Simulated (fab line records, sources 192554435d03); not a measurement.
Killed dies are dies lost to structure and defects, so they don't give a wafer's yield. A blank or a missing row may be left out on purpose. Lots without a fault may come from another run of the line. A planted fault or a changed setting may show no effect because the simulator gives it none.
Chamber matching | flow n5_finfet | N5_SDB_ALD_29 on ald_sin-04: 4 sister chambers
The step deposits SiNx, target thk 30 nm, pulse time 1 s, ald cycles 600. 20 wafers are shown with their chamber, then 10 later ones without.

WAFERS WITH THEIR CHAMBER
wafer  | chamber | heater_power_w (W) | precursor_pulse_height_rel
L074.2 | 2       | 819                | 0.993
L074.3 | 0       | 816                | 0.995
L074.5 | 3       | 792                | 0.996
L080.2 | 3       | 811                | 0.980
L080.3 | 1       | 815                | 1.010
L080.6 | 3       | 828                | 1.028
L082.1 | 3       | 801                | 1.037
L082.2 | 1       | 807                | 0.955
L082.5 | 2       | 834                | 0.976
L084.1 | 2       | 843                | 1.020
L084.5 | 1       | 820                | 0.990
L084.6 | 3       | 839                | 0.981
L087.2 | 1       | 826                | 1.000
L087.3 | 3       | 828                | 0.987
L087.5 | 1       | 782                | 1.012
L090.1 | 0       | 812                | 1.017
L090.3 | 2       | 827                | 1.014
L090.4 | 1       | 817                | 0.985
L092.1 | 1       | 801                | 0.971
L092.2 | 0       | 807                | 0.989

SIGNATURES (means of the wafers above)
reading                    | chamber 0 | chamber 1 | chamber 2 | chamber 3 | scatter within a chamber
heater_power_w             | 811.67    | 809.71    | 830.75    | 816.50    | 14.4
precursor_pulse_height_rel | 1.00033   | 0.98900   | 1.00075   | 1.00150   | 0.0214
Rule: a wafer's distance from a chamber is the root of the sum, over the readings, of the square of ((its reading less the chamber's mean) divided by the reading's scatter). The wafer belongs to the nearest chamber; if the next one is less than 2 further off, it can't be placed. The scatter: the root of (the sum of the squares of (reading less its chamber's mean) over the shown wafers, divided by (wafers less chambers)).

WAFERS WITHOUT THEIR CHAMBER
wafer  | heater_power_w (W) | precursor_pulse_height_rel
L092.3 | 807                | 1.011
L094.2 | 828                | 1.030
L094.4 | 815                | 0.990
L094.5 | 853                | 0.976
L095.2 | 817                | 0.980
L095.3 | 841                | 0.997
L095.4 | 797                | 1.014
L097.1 | 817                | 1.013
L097.5 | 806                | 1.013
L097.6 | 821                | 1.008

WHICH CHAMBER EACH WENT THROUGH
wafer  | from the rows above               | in truth
L092.3 | can't be placed: 0 or 3 or 1 or 2 | 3
L094.2 | can't be placed: 2 or 3 or 0 or 1 | 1
L094.4 | can't be placed: 1 or 0 or 3 or 2 | 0
L094.5 | can't be placed: 2 or 3 or 1 or 0 | 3
L095.2 | can't be placed: 1 or 3 or 0 or 2 | 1
L095.3 | can't be placed: 2 or 3 or 0 or 1 | 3
L095.4 | can't be placed: 0 or 1 or 3 or 2 | 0
L097.1 | can't be placed: 3 or 0 or 2 or 1 | 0
L097.5 | can't be placed: 0 or 3 or 1 or 2 | 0
L097.6 | can't be placed: 3 or 0 or 2 or 1 | 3
Placed correctly: 0 of 10. Can't be placed from these rows: 10 (the true chamber is among the candidates in 10). Placed wrongly: 0.
